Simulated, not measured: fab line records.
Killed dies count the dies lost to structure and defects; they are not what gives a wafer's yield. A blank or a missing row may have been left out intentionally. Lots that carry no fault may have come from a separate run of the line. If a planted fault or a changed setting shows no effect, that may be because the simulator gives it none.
The tool behind it: which one? / flow n5Finfet / 11 lots with 32 wafers sampled at 4 steps, on a route of 1938 steps

== WHAT THE GAUGES READ, wafer by wafer ==
The record holds no reading of a measuring or inspecting step that can be judged against a usual standard deviation.

== TOOL THAT RAN EACH LOT (tool first, then ch and the chambers of the sampled wafers, then the start) ==
lot=L257; N5_MIM_BOT_ETCH_ETCH_03=rieMetal-02 ch 0,1, day 12 15:08; N5_PASSIVATION_VIA_ETCH_13=rieDiel-04 ch 1,2,3, day 12 18:47; N5_PASSIVATION_DEGAS_18=pvdSputter-01, day 12 19:59; N5_PASSIVATION_PECVD_35=pecvd-03 ch 0,1,2, day 12 22:05
lot=L260; N5_MIM_BOT_ETCH_ETCH_03=rieMetal-03 ch 0,1, day 14 00:39; N5_PASSIVATION_VIA_ETCH_13=rieDiel-01 ch 0,2, day 14 01:59; N5_PASSIVATION_DEGAS_18=pvdSputter-03, day 14 02:38; N5_PASSIVATION_PECVD_35=pecvd-04 ch 0,1,2, day 14 04:35
lot=L261; N5_MIM_BOT_ETCH_ETCH_03=rieMetal-02 ch 0,1, day 14 12:40; N5_PASSIVATION_VIA_ETCH_13=rieDiel-03 ch 0,3, day 14 21:19; N5_PASSIVATION_DEGAS_18=pvdSputter-03, day 14 21:46; N5_PASSIVATION_PECVD_35=pecvd-04 ch 0,1, day 14 23:58
lot=L264; N5_MIM_BOT_ETCH_ETCH_03=rieMetal-01 ch 0, day 14 13:12; N5_PASSIVATION_VIA_ETCH_13=rieDiel-04 ch 0,3, day 14 18:53; N5_PASSIVATION_DEGAS_18=pvdSputter-02, day 14 19:19; N5_PASSIVATION_PECVD_35=pecvd-03 ch 0,1, day 14 21:16
lot=L263; N5_MIM_BOT_ETCH_ETCH_03=rieMetal-01 ch 0,1, day 14 23:46; N5_PASSIVATION_VIA_ETCH_13=rieDiel-01 ch 0,2, day 15 04:24; N5_PASSIVATION_DEGAS_18=pvdSputter-03, day 15 05:20; N5_PASSIVATION_PECVD_35=pecvd-03 ch 0,1,2, day 15 07:38
lot=L268; N5_MIM_BOT_ETCH_ETCH_03=rieMetal-03 ch 0,1, day 16 02:28; N5_PASSIVATION_VIA_ETCH_13=rieDiel-01 ch 0,1, day 16 06:29; N5_PASSIVATION_DEGAS_18=pvdSputter-01, day 16 07:02; N5_PASSIVATION_PECVD_35=pecvd-03 ch 1,2, day 16 09:25
lot=L266; N5_MIM_BOT_ETCH_ETCH_03=rieMetal-02 ch 0,1, day 16 07:32; N5_PASSIVATION_VIA_ETCH_13=rieDiel-01 ch 0,1,2, day 16 09:22; N5_PASSIVATION_DEGAS_18=pvdSputter-01, day 16 09:56; N5_PASSIVATION_PECVD_35=pecvd-03 ch 1,2, day 16 13:06
lot=L267; N5_MIM_BOT_ETCH_ETCH_03=rieMetal-01 ch 1, day 16 16:35; N5_PASSIVATION_VIA_ETCH_13=rieDiel-04 ch 0,1,2, day 16 19:10; N5_PASSIVATION_DEGAS_18=pvdSputter-03, day 16 19:56; N5_PASSIVATION_PECVD_35=pecvd-03 ch 1,2, day 16 22:01
lot=L270; N5_MIM_BOT_ETCH_ETCH_03=rieMetal-02 ch 0,1, day 17 03:07; N5_PASSIVATION_VIA_ETCH_13=rieDiel-01 ch 0,3, day 17 09:07; N5_PASSIVATION_DEGAS_18=pvdSputter-02, day 17 09:37; N5_PASSIVATION_PECVD_35=pecvd-01 ch 0,1, day 17 12:12
lot=L274; N5_MIM_BOT_ETCH_ETCH_03=rieMetal-02 ch 0,1, day 18 18:08; N5_PASSIVATION_VIA_ETCH_13=rieDiel-03 ch 0,1,3, day 18 23:38; N5_PASSIVATION_DEGAS_18=pvdSputter-01, day 19 00:04; N5_PASSIVATION_PECVD_35=pecvd-01 ch 0,1, day 19 02:02
lot=L275; N5_MIM_BOT_ETCH_ETCH_03=rieMetal-01 ch 0,1, day 18 18:28; N5_PASSIVATION_VIA_ETCH_13=rieDiel-04 ch 1,3, day 18 23:22; N5_PASSIVATION_DEGAS_18=pvdSputter-02, day 18 23:47; N5_PASSIVATION_PECVD_35=pecvd-03 ch 0,1,2, day 19 01:56
- N5_MIM_BOT_ETCH_ETCH_03: etches the open film in Cl2/BCl3, target depth 12 nm.
- N5_PASSIVATION_VIA_ETCH_13: etches SiO2 in CHF3/O2, target depth 660 nm, time 330 s.
- N5_PASSIVATION_DEGAS_18: time 60 s.
- N5_PASSIVATION_PECVD_35: deposits SiNx from SiH4/NH3/N2, target thk 700 nm, time 151.3 s.

== WHAT THE TOOLS THEMSELVES READ (means of the sampled wafers that have a number; where no wafer has one, the mark that the record gives instead) ==
N5_MIM_BOT_ETCH_ETCH_03. Usual: drypumpMotorCurrentA 5.95 A, standard deviation 0.25; oesProductAu 0.78 a.u., standard deviation 0.099; throttleValvePct 27.62 %, standard deviation 0.25.
lot=L257; tool=rieMetal-02; drypumpMotorCurrentA (A)=5.68; oesProductAu (a.u.)=0.83; throttleValvePct (%)=27.49; flag=
lot=L260; tool=rieMetal-03; drypumpMotorCurrentA (A)=6.16; oesProductAu (a.u.)=0.80; throttleValvePct (%)=27.63; flag=
lot=L261; tool=rieMetal-02; drypumpMotorCurrentA (A)=5.59; oesProductAu (a.u.)=0.83; throttleValvePct (%)=27.47; flag=
lot=L264; tool=rieMetal-01; drypumpMotorCurrentA (A)=6.20; oesProductAu (a.u.)=0.67; throttleValvePct (%)=27.63; flag=
lot=L263; tool=rieMetal-01; drypumpMotorCurrentA (A)=6.12; oesProductAu (a.u.)=0.77; throttleValvePct (%)=27.69; flag=
lot=L268; tool=rieMetal-03; drypumpMotorCurrentA (A)=6.12; oesProductAu (a.u.)=0.74; throttleValvePct (%)=27.48; flag=
lot=L266; tool=rieMetal-02; drypumpMotorCurrentA (A)=5.69; oesProductAu (a.u.)=0.81; throttleValvePct (%)=27.50; flag=
lot=L267; tool=rieMetal-01; drypumpMotorCurrentA (A)=5.98; oesProductAu (a.u.)=0.92; throttleValvePct (%)=27.83; flag=
lot=L270; tool=rieMetal-02; drypumpMotorCurrentA (A)=5.64; oesProductAu (a.u.)=0.80; throttleValvePct (%)=27.50; flag=
lot=L274; tool=rieMetal-02; drypumpMotorCurrentA (A)=5.60; oesProductAu (a.u.)=0.79; throttleValvePct (%)=27.49; flag=
lot=L275; tool=rieMetal-01; drypumpMotorCurrentA (A)=6.16; oesProductAu (a.u.)=0.94; throttleValvePct (%)=27.24; flag=

N5_PASSIVATION_VIA_ETCH_13. Usual: drypumpMotorCurrentA 5.7 A, standard deviation 0.63; etchRfOnTimeS 235 s, standard deviation 5.4; oesProductAu 0.75 a.u., standard deviation 0.077; rfVppV 527 V, standard deviation 11; showerheadPlenumPTorr 2.40 Torr, standard deviation 0.069; throttleValvePct 18.84 %, standard deviation 0.25.
lot=L257; tool=rieDiel-04; drypumpMotorCurrentA (A)=6.3; etchRfOnTimeS (s)=242; oesProductAu (a.u.)=0.69; rfVppV (V)=539; showerheadPlenumPTorr (Torr)=2.39; throttleValvePct (%)=19.10; flag=
lot=L260; tool=rieDiel-01; drypumpMotorCurrentA (A)=5.2; etchRfOnTimeS (s)=233; oesProductAu (a.u.)=0.77; rfVppV (V)=517; showerheadPlenumPTorr (Torr)=2.40; throttleValvePct (%)=18.66; flag=
lot=L261; tool=rieDiel-03; drypumpMotorCurrentA (A)=5.8; etchRfOnTimeS (s)=238; oesProductAu (a.u.)=0.85; rfVppV (V)=535; showerheadPlenumPTorr (Torr)=2.46; throttleValvePct (%)=18.56; flag=
lot=L264; tool=rieDiel-04; drypumpMotorCurrentA (A)=6.0; etchRfOnTimeS (s)=232; oesProductAu (a.u.)=0.74; rfVppV (V)=526; showerheadPlenumPTorr (Torr)=2.39; throttleValvePct (%)=19.16; flag=
lot=L263; tool=rieDiel-01; drypumpMotorCurrentA (A)=5.2; etchRfOnTimeS (s)=240; oesProductAu (a.u.)=0.76; rfVppV (V)=517; showerheadPlenumPTorr (Torr)=2.40; throttleValvePct (%)=18.66; flag=
lot=L268; tool=rieDiel-01; drypumpMotorCurrentA (A)=5.1; etchRfOnTimeS (s)=230; oesProductAu (a.u.)=0.83; rfVppV (V)=512; showerheadPlenumPTorr (Torr)=2.37; throttleValvePct (%)=18.79; flag=
lot=L266; tool=rieDiel-01; drypumpMotorCurrentA (A)=5.4; etchRfOnTimeS (s)=228; oesProductAu (a.u.)=0.80; rfVppV (V)=515; showerheadPlenumPTorr (Torr)=2.37; throttleValvePct (%)=18.70; flag=
lot=L267; tool=rieDiel-04; drypumpMotorCurrentA (A)=6.0; etchRfOnTimeS (s)=233; oesProductAu (a.u.)=0.72; rfVppV (V)=536; showerheadPlenumPTorr (Torr)=2.44; throttleValvePct (%)=19.10; flag=
lot=L270; tool=rieDiel-01; drypumpMotorCurrentA (A)=5.6; etchRfOnTimeS (s)=234; oesProductAu (a.u.)=0.73; rfVppV (V)=522; showerheadPlenumPTorr (Torr)=2.38; throttleValvePct (%)=18.84; flag=
lot=L274; tool=rieDiel-03; drypumpMotorCurrentA (A)=5.5; etchRfOnTimeS (s)=235; oesProductAu (a.u.)=0.72; rfVppV (V)=533; showerheadPlenumPTorr (Torr)=2.42; throttleValvePct (%)=18.71; flag=
lot=L275; tool=rieDiel-04; drypumpMotorCurrentA (A)=6.5; etchRfOnTimeS (s)=240; oesProductAu (a.u.)=0.71; rfVppV (V)=538; showerheadPlenumPTorr (Torr)=2.46; throttleValvePct (%)=19.01; flag=

N5_PASSIVATION_DEGAS_18. Usual: heaterPowerW 473 W, standard deviation 39.
lot=L257; tool=pvdSputter-01; heaterPowerW (W)=452; flag=
lot=L260; tool=pvdSputter-03; heaterPowerW (W)=454; flag=
lot=L261; tool=pvdSputter-03; heaterPowerW (W)=463; flag=
lot=L264; tool=pvdSputter-02; heaterPowerW (W)=469; flag=
lot=L263; tool=pvdSputter-03; heaterPowerW (W)=472; flag=
lot=L268; tool=pvdSputter-01; heaterPowerW (W)=424; flag=
lot=L266; tool=pvdSputter-01; heaterPowerW (W)=445; flag=
lot=L267; tool=pvdSputter-03; heaterPowerW (W)=481; flag=
lot=L270; tool=pvdSputter-02; heaterPowerW (W)=479; flag=
lot=L274; tool=pvdSputter-01; heaterPowerW (W)=451; flag=
lot=L275; tool=pvdSputter-02; heaterPowerW (W)=502; flag=

N5_PASSIVATION_PECVD_35. Usual: heaterPowerW 406 W, standard deviation 87; runLengthS 195.1 s, standard deviation 0.45; showerheadPlenumPTorr 8.76 Torr, standard deviation 0.068; throttleValvePct 29.1 %, standard deviation 1.4.
lot=L257; tool=pecvd-03; heaterPowerW (W)=407; runLengthS (s)=195.3; showerheadPlenumPTorr (Torr)=8.78; throttleValvePct (%)=28.4; flag=
lot=L260; tool=pecvd-04; heaterPowerW (W)=411; runLengthS (s)=195.1; showerheadPlenumPTorr (Torr)=8.73; throttleValvePct (%)=29.3; flag=
lot=L261; tool=pecvd-04; heaterPowerW (W)=375; runLengthS (s)=194.6; showerheadPlenumPTorr (Torr)=8.74; throttleValvePct (%)=29.4; flag=
lot=L264; tool=pecvd-03; heaterPowerW (W)=416; runLengthS (s)=195.7; showerheadPlenumPTorr (Torr)=8.79; throttleValvePct (%)=28.4; flag=
lot=L263; tool=pecvd-03; heaterPowerW (W)=389; runLengthS (s)=195.2; showerheadPlenumPTorr (Torr)=8.80; throttleValvePct (%)=28.4; flag=
lot=L268; tool=pecvd-03; heaterPowerW (W)=333; runLengthS (s)=181.3; showerheadPlenumPTorr (Torr)=8.77; throttleValvePct (%)=28.4; flag=OFF
lot=L266; tool=pecvd-03; heaterPowerW (W)=351; runLengthS (s)=181.4; showerheadPlenumPTorr (Torr)=8.76; throttleValvePct (%)=28.4; flag=OFF
lot=L267; tool=pecvd-03; heaterPowerW (W)=382; runLengthS (s)=181.4; showerheadPlenumPTorr (Torr)=8.81; throttleValvePct (%)=28.5; flag=OFF
lot=L270; tool=pecvd-01; heaterPowerW (W)=382; runLengthS (s)=195.2; showerheadPlenumPTorr (Torr)=8.71; throttleValvePct (%)=31.0; flag=
lot=L274; tool=pecvd-01; heaterPowerW (W)=368; runLengthS (s)=195.0; showerheadPlenumPTorr (Torr)=8.70; throttleValvePct (%)=30.3; flag=
lot=L275; tool=pecvd-03; heaterPowerW (W)=353; runLengthS (s)=195.5; showerheadPlenumPTorr (Torr)=8.79; throttleValvePct (%)=28.5; flag=

== THE ANSWER, worked out from the rows above alone ==
Rule: take the mean of a lot's wafers that have a number; if it is more than 3 standard deviations from the usual mean, the lot is off. Also off: a lot with no number at a reading for which 4 or more lots have one. All remaining lots with rows at the step are treated as sound. The gauges are gone through in route order, then the tools' own readings, and for those a lot's mean is taken as printed above. The first step at which some lot is off is used, and at that step the reading that is off furthest; a lot without a number counts as furthest.
Off: L268, L266, L267 (N5_PASSIVATION_PECVD_35, runLengthS).
A tool fits if, at that step or a process step before it, it ran every lot that is off, and no sound lot after the first of them. Of those tried, none fits.

== WHAT THE SIMULATOR PUT IN ==
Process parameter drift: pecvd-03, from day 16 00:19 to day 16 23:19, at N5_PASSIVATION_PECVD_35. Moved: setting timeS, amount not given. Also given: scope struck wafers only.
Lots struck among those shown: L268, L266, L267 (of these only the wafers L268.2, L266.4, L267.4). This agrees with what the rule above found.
